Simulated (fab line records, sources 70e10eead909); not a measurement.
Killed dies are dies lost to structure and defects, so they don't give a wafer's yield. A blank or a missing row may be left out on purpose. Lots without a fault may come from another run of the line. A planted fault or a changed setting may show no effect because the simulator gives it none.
A struck lot beside a sound one | flow nand_harc | 14 steps out of a route of 1302
Sound: wafers L678.1, L678.3, L678.4. Struck: wafers L686.4, L686.5, L686.6. The cause comes at the end.
At each step with rows: each side's tool, then ch and its chambers, then its first start. Under that, the readings that differ: sound wafers | struck wafers | difference of the means | sigmas: that difference in standard deviations of wafers without a fault.
alike: readings whose means differ by less than 2 such deviations, and words and numbers that are the same on both sides. not compared: withheld readings, readings that some wafer has no value for, bounds like >300 that may hide the same value, and numbers for which the record gives no deviation and whose values overlap.
The two part at a step that has a row with sigmas, a row that says differs or no value, or rows on one side only. Numbers that don't overlap but have no deviation are shown without sigmas and don't part them. A reading that every wafer of one side lacks parts them only if that side has two wafers or more.

first, 2 steps without rows for these wafers: NHARC_A_ONON_D1_ANNEAL_15 (time 3600 s); NHARC_A_ONON_D1_DEP_16 (target thk 1000 nm).
NHARC_A_ONON_D1_THK_MEAS_18: measures by ellipsometry.
  sound on film_metro-01, day 8 16:40; struck on film_metro-01, day 12 03:17
  alike: thk_nm
then, 1 step without rows for these wafers: NHARC_A_ONON_D1_DEP_19 (target thk 1000 nm).
NHARC_A_ONON_D1_THK_MEAS_21: measures by ellipsometry.
  sound on film_metro-02, day 8 17:13; struck on film_metro-02, day 12 03:51
  alike: thk_nm
then, 1 step without rows for these wafers: NHARC_A_ONON_D1_DEP_22 (target thk 1000 nm).
NHARC_A_ONON_D1_THK_MEAS_24: measures by ellipsometry.
  sound on film_metro-01, day 8 17:47; struck on film_metro-02, day 12 04:25
  alike: thk_nm
then, 1 step without rows for these wafers: NHARC_A_ONON_D1_DEP_25 (target thk 1000 nm).
NHARC_A_ONON_D1_THK_MEAS_27: measures by ellipsometry.
  sound on film_metro-01, day 8 18:22; struck on film_metro-01, day 12 04:59
  reading     | sound       | struck         | difference | sigmas
  thk_nm (nm) | 981 980 981 | 1018 1019 1020 | +38        | +4
then, 1 step without rows for these wafers: NHARC_A_ONON_D1_DEP_28 (target thk 1000 nm).
NHARC_A_ONON_D1_THK_MEAS_30: measures by ellipsometry.
  sound on film_metro-01, day 8 18:55; struck on film_metro-01, day 12 05:34
  reading     | sound       | struck         | difference | sigmas
  thk_nm (nm) | 981 979 981 | 1008 1008 1007 | +27        | +2
NHARC_A_ONON_D1_DEP_33: deposits SiO2, target thk 200 nm.
  sound on pecvd-01 ch 1,2, day 8 18:59; struck on pecvd-02 ch 0,1,2, day 12 05:46
  alike: heater_power_w, throttle_valve_pct
NHARC_A_ONON_D1_THK_MEAS_34: measures by ellipsometry.
  sound on film_metro-02, day 8 19:24; struck on film_metro-02, day 12 06:13
  reading     | sound             | struck            | difference | sigmas
  thk_nm (nm) | 201.7 201.0 201.1 | 365.3 365.6 373.4 | +166.8     | +60
  not compared: hold
NHARC_END_SORT_01:
  the record has rows for the sound wafers here (prober-02 ch 0, day 25 19:36) and none for the struck ones

WHERE THEY PART
First at NHARC_A_ONON_D1_THK_MEAS_27; last, within this record, at NHARC_END_SORT_01.

WHY: what the simulator had put in
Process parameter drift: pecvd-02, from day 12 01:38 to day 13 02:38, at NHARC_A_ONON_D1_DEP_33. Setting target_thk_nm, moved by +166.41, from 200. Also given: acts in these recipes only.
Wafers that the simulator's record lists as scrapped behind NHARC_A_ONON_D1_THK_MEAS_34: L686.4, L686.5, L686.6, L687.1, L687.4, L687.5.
